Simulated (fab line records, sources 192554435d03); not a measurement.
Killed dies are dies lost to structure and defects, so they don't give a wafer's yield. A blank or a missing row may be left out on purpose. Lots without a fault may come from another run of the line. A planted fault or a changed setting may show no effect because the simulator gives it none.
Chamber matching | flow n5_finfet | N5_BEOL_M8_STRIP_36 on rie_diel-01: 4 sister chambers
The step strips in N2/H2. 4 wafers are shown with their chamber, then 7 later ones without.

WAFERS WITH THEIR CHAMBER
wafer  | chamber | drypump_motor_current_A (A)
L088.3 | 3       | 5.8
L088.5 | 1       | 5.3
L094.1 | 2       | 6.4
L094.2 | 0       | 6.1

WAFERS WITHOUT THEIR CHAMBER
wafer  | drypump_motor_current_A (A)
L094.6 | 5.7
L091.1 | 6.1
L091.4 | 6.4
L091.5 | 5.3
L095.1 | 5.8
L095.5 | 6.4
L095.6 | 5.8

WHICH CHAMBER EACH WENT THROUGH
wafer  | from the rows above | in truth
L094.6 | 3                   | 3
L091.1 | 0                   | 0
L091.4 | 2                   | 2
L091.5 | 1                   | 1
L095.1 | 3                   | 3
L095.5 | 2                   | 2
L095.6 | 3                   | 3
Placed correctly: 7 of 7. Can't be placed from these rows: 0. Placed wrongly: 0.
How it was worked out, from the rows above alone: a wafer's distance from a chamber is the root of the sum, over the readings, of the square of ((its reading less the chamber's mean) divided by the reading's scatter). The wafer belongs to the nearest chamber; if the next one is less than 2 further off, it can't be placed. A chamber's mean is the mean of its shown wafers. The scatter: with one shown wafer a chamber, the root of the mean of the squares of how far each hidden wafer lies from its nearest shown one.
